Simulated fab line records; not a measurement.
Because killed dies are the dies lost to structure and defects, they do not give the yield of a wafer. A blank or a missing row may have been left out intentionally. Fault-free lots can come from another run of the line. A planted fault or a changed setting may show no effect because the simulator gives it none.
The tool behind it: which one?	flow n5_finfet	60 wafers from 20 lots sampled at 6 of the route's 1938 steps

WHAT THE GAUGES SHOWED, per wafer
The record holds no reading of a measuring or inspecting step that can be judged against a usual standard deviation.

WHAT TOOL EACH LOT RAN ON (gives the tool, then ch and the chambers of the sampled wafers, and finally the start)
lot	N5_GATE_CUT_ETCH_28	N5_GATE_CUT_STRIP_42	N5_MOL_CONTACT_COAG_DESCUM_13	N5_MOL_CONTACT_COAG_ETCH_15	N5_MOL_CONTACT_COAG_SIL_ANNEAL_21	N5_MOL_CONTACT_COAG_SPUTTER_143
L074	rie_diel-05 ch 1,2,3, day 4 14:19	rie_diel-05 ch 1,2,3, day 4 14:31	rie_diel-02 ch 0,2,3, day 4 18:11	rie_diel-02 ch 0,2,3, day 4 18:24	rtp_anneal-01 ch 0, day 4 19:43	pvd_sputter-03, day 4 20:47
L076	rie_diel-03 ch 2,3, day 4 22:07	rie_diel-03 ch 2,3, day 4 22:19	rie_diel-02 ch 0,1, day 5 01:57	rie_diel-02 ch 0,1, day 5 02:10	rtp_anneal-02 ch 0, day 5 03:55	pvd_sputter-01, day 5 04:27
L077	rie_diel-05 ch 0,1,3, day 5 07:03	rie_diel-05 ch 0,1,3, day 5 07:16	rie_diel-02 ch 0,1, day 5 12:24	rie_diel-02 ch 0,1, day 5 12:37	rtp_anneal-02 ch 0, day 5 14:18	pvd_sputter-01, day 5 16:30
L078	rie_diel-06 ch 0,1,2, day 6 02:36	rie_diel-06 ch 0,1,2, day 6 02:49	rie_diel-04 ch 1,2,3, day 6 06:20	rie_diel-04 ch 1,2,3, day 6 06:34	rtp_anneal-02 ch 0, day 6 09:03	pvd_sputter-01, day 6 10:31
L079	rie_diel-05 ch 2,3, day 6 03:35	rie_diel-05 ch 2,3, day 6 03:48	rie_diel-02 ch 0,2,3, day 6 07:28	rie_diel-02 ch 0,2,3, day 6 07:41	rtp_anneal-01 ch 0, day 6 10:10	pvd_sputter-02, day 6 10:55
L080	rie_diel-03 ch 1,3, day 6 06:25	rie_diel-03 ch 1,3, day 6 06:37	rie_diel-02 ch 0,1,3, day 6 11:06	rie_diel-02 ch 0,1,3, day 6 11:19	rtp_anneal-01 ch 0, day 6 12:38	pvd_sputter-01, day 6 14:36
L082	rie_diel-03 ch 1,2,3, day 6 09:56	rie_diel-03 ch 1,2,3, day 6 10:08	rie_diel-04 ch 0,3, day 6 13:57	rie_diel-04 ch 0,3, day 6 14:10	rtp_anneal-02 ch 0, day 6 15:22	pvd_sputter-02, day 6 16:49
L083	rie_diel-03 ch 0,1,2, day 6 17:27	rie_diel-03 ch 0,1,2, day 6 17:40	rie_diel-04 ch 2,3, day 6 21:12	rie_diel-04 ch 2,3, day 6 21:25	rtp_anneal-02 ch 0, day 6 23:31	pvd_sputter-02, day 6 23:45
L084	rie_diel-03 ch 1,2,3, day 7 01:16	rie_diel-03 ch 1,2,3, day 7 01:29	rie_diel-04 ch 0,1,2, day 7 05:25	rie_diel-04 ch 0,1,2, day 7 05:38	rtp_anneal-01 ch 0, day 7 07:54	pvd_sputter-03, day 7 08:40
L085	rie_diel-03 ch 0,2,3, day 7 03:49	rie_diel-03 ch 0,2,3, day 7 04:01	rie_diel-02 ch 0,2,3, day 7 07:50	rie_diel-02 ch 0,2,3, day 7 08:04	rtp_anneal-02 ch 0, day 7 09:23	pvd_sputter-02, day 7 11:31
L086	rie_diel-05 ch 2,3, day 7 20:40	rie_diel-05 ch 2,3, day 7 20:52	rie_diel-02 ch 0,1,2, day 8 00:37	rie_diel-02 ch 0,1,2, day 8 00:50	rtp_anneal-02 ch 0, day 8 03:35	pvd_sputter-03, day 8 04:07
L087	rie_diel-05 ch 1,3, day 7 22:35	rie_diel-05 ch 1,3, day 7 22:48	rie_diel-01 ch 0,1, day 8 02:54	rie_diel-01 ch 0,1, day 8 03:07	rtp_anneal-02 ch 0, day 8 04:30	pvd_sputter-03, day 8 05:05
L088	rie_diel-03 ch 0,2,3, day 8 02:09	rie_diel-03 ch 0,2,3, day 8 02:22	rie_diel-01 ch 0,1, day 8 06:08	rie_diel-01 ch 0,1, day 8 06:21	rtp_anneal-02 ch 0, day 8 08:16	pvd_sputter-02, day 8 08:55
L089	rie_diel-06 ch 0,2,3, day 8 06:07	rie_diel-06 ch 0,2,3, day 8 06:19	rie_diel-04 ch 1,3, day 8 10:10	rie_diel-04 ch 1,3, day 8 10:23	rtp_anneal-01 ch 0, day 8 11:50	pvd_sputter-01, day 8 12:53
L091	rie_diel-03 ch 0,1,2, day 8 17:30	rie_diel-03 ch 0,1,2, day 8 17:43	rie_diel-01 ch 1,2, day 8 22:30	rie_diel-01 ch 1,2, day 8 22:43	rtp_anneal-01 ch 0, day 8 23:56	pvd_sputter-02, day 9 00:33
L092	rie_diel-03 ch 0,3, day 8 23:05	rie_diel-03 ch 0,3, day 8 23:17	rie_diel-01 ch 0,1,3, day 9 02:59	rie_diel-01 ch 0,1,3, day 9 03:13	rtp_anneal-02 ch 0, day 9 04:30	pvd_sputter-03, day 9 05:21
L093	rie_diel-05 ch 0,1,2, day 9 07:17	rie_diel-05 ch 0,1,2, day 9 07:29	rie_diel-02 ch 1,2,3, day 9 11:46	rie_diel-02 ch 1,2,3, day 9 11:59	rtp_anneal-02 ch 0, day 9 13:07	pvd_sputter-02, day 9 14:38
L094	rie_diel-06 ch 1,2,3, day 9 13:24	rie_diel-06 ch 1,2,3, day 9 13:37	rie_diel-01 ch 1,2,3, day 9 17:17	rie_diel-01 ch 1,2,3, day 9 17:30	rtp_anneal-02 ch 0, day 9 19:40	pvd_sputter-01, day 9 20:29
L095	rie_diel-06 ch 1,2,3, day 9 18:08	rie_diel-06 ch 1,2,3, day 9 18:20	rie_diel-01 ch 1,2,3, day 9 22:14	rie_diel-01 ch 1,2,3, day 9 22:27	rtp_anneal-02 ch 0, day 9 23:37	pvd_sputter-03, day 10 01:07
L096	rie_diel-05 ch 2,3, day 10 06:01	rie_diel-05 ch 2,3, day 10 06:13	rie_diel-04 ch 0,1,3, day 10 09:46	rie_diel-04 ch 0,1,3, day 10 09:59	rtp_anneal-02 ch 0, day 10 11:31	pvd_sputter-02, day 10 12:27
- N5_GATE_CUT_ETCH_28: etches underlayer in N2/H2, target depth 13 nm, time 10.4 s.
- N5_GATE_CUT_STRIP_42: strips in O2.
- N5_MOL_CONTACT_COAG_DESCUM_13: chemistry O2, time 7 s.
- N5_MOL_CONTACT_COAG_ETCH_15: etches SiNx in CH3F/O2, stops on Si:P, target depth 7 nm.
- N5_MOL_CONTACT_COAG_SIL_ANNEAL_21: time 60 s.
- N5_MOL_CONTACT_COAG_SPUTTER_143: material Co, target thk 2.5 nm.

AS READ BY THE TOOLS THEMSELVES (means over the sampled wafers that have a number; for cases with no such wafer, the mark the record gives instead)
N5_GATE_CUT_ETCH_28.
lot	tool	drypump_motor_current_A (A)	etch_rf_on_time_s (s)	oes_product_au (a.u.)	rf_fwd_power_W (W)	rf_vpp_V (V)	showerhead_plenum_p_Torr (Torr)	throttle_valve_pct (%)
L074	rie_diel-05	5.4	10.50	0.72	819.4	523.3	2.54	17.70
L076	rie_diel-03	5.5	10.22	0.65	817.1	525.1	2.58	17.91
L077	rie_diel-05	5.1	10.54	0.68	822.2	523.2	2.52	17.71
L078	rie_diel-06	5.6	10.30	0.64	818.1	522.8	2.50	17.97
L079	rie_diel-05	5.7	10.31	0.70	819.0	525.2	2.57	17.91
L080	rie_diel-03	5.2	10.39	0.70	821.0	524.0	2.56	17.79
L082	rie_diel-03	5.4	10.51	0.66	818.6	525.5	2.58	17.76
L083	rie_diel-03	5.7	10.28	0.72	819.3	524.3	2.57	17.56
L084	rie_diel-03	5.5	10.44	0.65	818.0	524.5	2.58	17.77
L085	rie_diel-03	5.8	10.29	0.69	818.1	524.5	2.56	17.74
L086	rie_diel-05	5.5	10.42	0.68	820.7	523.0	2.55	17.75
L087	rie_diel-05	5.3	10.53	0.68	821.9	524.3	2.53	17.54
L088	rie_diel-03	5.8	10.37	0.68	818.3	525.6	2.56	17.74
L089	rie_diel-06	5.5	10.35	0.62	819.2	524.3	2.53	18.04
L091	rie_diel-03	5.7	10.27	0.71	820.1	524.9	2.56	17.58
L092	rie_diel-03	6.0	10.23	0.74	818.7	523.6	2.52	17.74
L093	rie_diel-05	5.2	10.39	0.67	816.3	522.8	2.52	17.94
L094	rie_diel-06	5.6	10.19	0.78	817.9	524.7	2.59	17.76
L095	rie_diel-06	5.6	10.29	0.76	820.9	523.5	2.59	17.74
L096	rie_diel-05	5.6	10.50	0.66	819.2	524.0	2.55	17.77

N5_GATE_CUT_STRIP_42.
lot	tool	drypump_motor_current_A (A)	oes_product_au (a.u.)	rf_vpp_V (V)	showerhead_plenum_p_Torr (Torr)	throttle_valve_pct (%)
L074	rie_diel-05	5.4	0.85	4.0	2.09	16.53
L076	rie_diel-03	5.5	0.76	3.9	2.12	16.69
L077	rie_diel-05	5.1	0.80	3.5	2.08	16.56
L078	rie_diel-06	5.7	0.75	4.2	2.07	16.81
L079	rie_diel-05	5.7	0.82	4.2	2.11	16.71
L080	rie_diel-03	5.2	0.81	3.8	2.11	16.57
L082	rie_diel-03	5.4	0.77	3.4	2.13	16.57
L083	rie_diel-03	5.7	0.84	3.4	2.12	16.40
L084	rie_diel-03	5.4	0.77	3.3	2.13	16.58
L085	rie_diel-03	5.8	0.80	3.1	2.11	16.55
L086	rie_diel-05	5.5	0.78	3.2	2.10	16.58
L087	rie_diel-05	5.2	0.81	3.0	2.08	16.42
L088	rie_diel-03	5.8	0.80	3.3	2.11	16.56
L089	rie_diel-06	5.5	0.73	3.7	2.09	16.89
L091	rie_diel-03	5.7	0.81	3.7	2.11	16.42
L092	rie_diel-03	6.0	0.86	3.4	2.07	16.53
L093	rie_diel-05	5.2	0.79	3.8	2.07	16.77
L094	rie_diel-06	5.6	0.90	3.6	2.13	16.59
L095	rie_diel-06	5.6	0.90	3.4	2.13	16.59
L096	rie_diel-05	5.5	0.77	3.6	2.10	16.61

N5_MOL_CONTACT_COAG_DESCUM_13.
lot	tool	bias_power_w (W)	drypump_motor_current_A (A)	oes_product_au (a.u.)	rf_fwd_power_W (W)	rf_vpp_V (V)	showerhead_plenum_p_Torr (Torr)	throttle_valve_pct (%)
L074	rie_diel-02	20.01	5.4	0.74	49.37	243.3	2.15	20.47
L076	rie_diel-02	20.02	5.0	0.81	49.37	244.4	2.14	20.67
L077	rie_diel-02	19.99	5.0	0.80	49.56	244.0	2.14	20.68
L078	rie_diel-04	19.92	5.5	0.90	49.43	243.9	2.11	20.40
L079	rie_diel-02	20.04	5.4	0.73	49.49	243.4	2.14	20.50
L080	rie_diel-02	19.95	5.2	0.76	49.26	244.1	2.15	20.58
L082	rie_diel-04	20.06	5.7	0.78	49.34	243.0	2.10	20.53
L083	rie_diel-04	19.95	5.5	0.87	49.49	243.5	2.13	20.45
L084	rie_diel-04	19.98	5.5	0.84	49.31	242.9	2.08	20.46
L085	rie_diel-02	19.99	5.4	0.72	49.33	243.7	2.14	20.50
L086	rie_diel-02	20.00	5.3	0.75	49.31	244.0	2.12	20.62
L087	rie_diel-01	19.98	5.5	0.81	49.25	244.6	2.19	20.25
L088	rie_diel-01	20.03	5.7	0.74	49.25	244.2	2.17	20.34
L089	rie_diel-04	20.04	5.5	0.89	49.42	242.2	2.08	20.38
L091	rie_diel-01	20.00	6.0	0.80	49.04	244.5	2.19	20.33
L092	rie_diel-01	20.00	5.6	0.81	49.29	243.4	2.13	20.28
L093	rie_diel-02	19.96	5.1	0.75	49.33	243.7	2.12	20.46
L094	rie_diel-01	20.04	5.9	0.80	49.37	243.2	2.13	20.33
L095	rie_diel-01	19.99	5.9	0.80	49.14	244.1	2.13	20.34
L096	rie_diel-04	20.00	5.6	0.81	49.53	243.0	2.08	20.49

N5_MOL_CONTACT_COAG_ETCH_15.
lot	tool	CH3F_flow_sccm (sccm)	drypump_motor_current_A (A)	oes_product_au (a.u.)	rf_fwd_power_W (W)	rf_vpp_V (V)	showerhead_plenum_p_Torr (Torr)	throttle_valve_pct (%)
L074	rie_diel-02	29.95	5.4	0.55	392.3	301	2.05	16.40
L076	rie_diel-02	29.99	5.0	0.59	393.0	299	2.04	16.55
L077	rie_diel-02	30.10	5.0	0.59	392.6	298	2.04	16.57
L078	rie_diel-04	30.09	5.5	0.65	391.7	293	2.01	16.23
L079	rie_diel-02	30.00	5.4	0.54	391.9	301	2.05	16.42
L080	rie_diel-02	29.97	5.2	0.56	392.5	298	2.05	16.51
L082	rie_diel-04	29.90	5.7	0.56	392.4	296	2.00	16.42
L083	rie_diel-04	30.07	5.5	0.63	393.2	294	2.04	16.29
L084	rie_diel-04	29.96	5.5	0.61	392.9	294	1.99	16.31
L085	rie_diel-02	30.01	5.4	0.53	392.6	300	2.04	16.44
L086	rie_diel-02	30.12	5.3	0.55	391.6	300	2.02	16.52
L087	rie_diel-01	30.08	5.5	0.59	393.1	303	2.09	16.19
L088	rie_diel-01	30.10	5.7	0.54	391.5	301	2.08	16.31
L089	rie_diel-04	29.88	5.5	0.64	393.5	293	1.98	16.23
L091	rie_diel-01	30.00	6.0	0.59	389.8	301	2.10	16.21
L092	rie_diel-01	29.97	5.6	0.59	392.0	299	2.04	16.23
L093	rie_diel-02	29.92	5.1	0.55	392.5	300	2.03	16.40
L094	rie_diel-01	29.91	5.9	0.58	391.5	299	2.04	16.24
L095	rie_diel-01	30.03	5.9	0.59	390.2	299	2.04	16.23
L096	rie_diel-04	30.03	5.6	0.59	392.6	294	1.98	16.36

N5_MOL_CONTACT_COAG_SIL_ANNEAL_21.
lot	tool	lamp_power_pct (%)	lamp_zone_5_pct (%)	wafer_temp_C_max
L074	rtp_anneal-01	5.9	5.9	552.7
L076	rtp_anneal-02	6.7	6.7	554.5
L077	rtp_anneal-02	6.7	6.7	554.3
L078	rtp_anneal-02	6.7	6.7	554.6
L079	rtp_anneal-01	5.9	5.9	552.6
L080	rtp_anneal-01	5.9	5.9	552.6
L082	rtp_anneal-02	6.7	6.7	554.6
L083	rtp_anneal-02	6.7	6.7	554.5
L084	rtp_anneal-01	5.9	5.9	552.7
L085	rtp_anneal-02	6.7	6.7	554.1
L086	rtp_anneal-02	6.7	6.7	553.9
L087	rtp_anneal-02	6.7	6.7	554.9
L088	rtp_anneal-02	6.7	6.7	554.5
L089	rtp_anneal-01	5.9	5.9	552.9
L091	rtp_anneal-01	5.9	5.9	552.9
L092	rtp_anneal-02	6.7	6.7	554.3
L093	rtp_anneal-02	6.7	6.7	553.9
L094	rtp_anneal-02	6.7	6.7	553.7
L095	rtp_anneal-02	6.7	6.7	554.7
L096	rtp_anneal-02	6.7	6.7	553.9

N5_MOL_CONTACT_COAG_SPUTTER_143.
lot	tool	throttle_valve_pct (%)
L074	pvd_sputter-03	30.5
L076	pvd_sputter-01	29.8
L077	pvd_sputter-01	29.8
L078	pvd_sputter-01	30.7
L079	pvd_sputter-02	30.7
L080	pvd_sputter-01	30.2
L082	pvd_sputter-02	30.4
L083	pvd_sputter-02	30.7
L084	pvd_sputter-03	29.5
L085	pvd_sputter-02	30.9
L086	pvd_sputter-03	29.6
L087	pvd_sputter-03	31.6
L088	pvd_sputter-02	31.4
L089	pvd_sputter-01	30.2
L091	pvd_sputter-02	30.2
L092	pvd_sputter-03	29.4
L093	pvd_sputter-02	31.0
L094	pvd_sputter-01	30.7
L095	pvd_sputter-03	30.3
L096	pvd_sputter-02	30.8

THE ANSWER, worked out from the rows above alone
Rule: what is usual is taken from the lots themselves. The widest of any qualifying gaps counts: lots, ordered by their means at a reading, are off when they make up no more than a third of the lots, leave a main group of 4 or more, and stand apart from it by 3 or more times the standard deviation of that group's means. If all means in a main group match to the digits the tables above print for the reading, that group is not used. A lot without any number at a reading at which 4 lots or more have one is off too. The other lots that the step has rows for count as sound. Order of review: gauges by route order, followed by the tools' own readings, for which a lot's mean as printed above is used. At the first step where some lot is off, the reading lying furthest off is the one used; lots without a number count as furthest.
No lot is off at any reading shown: from this, nothing can be told.

WHAT THE SIMULATOR PUT IN
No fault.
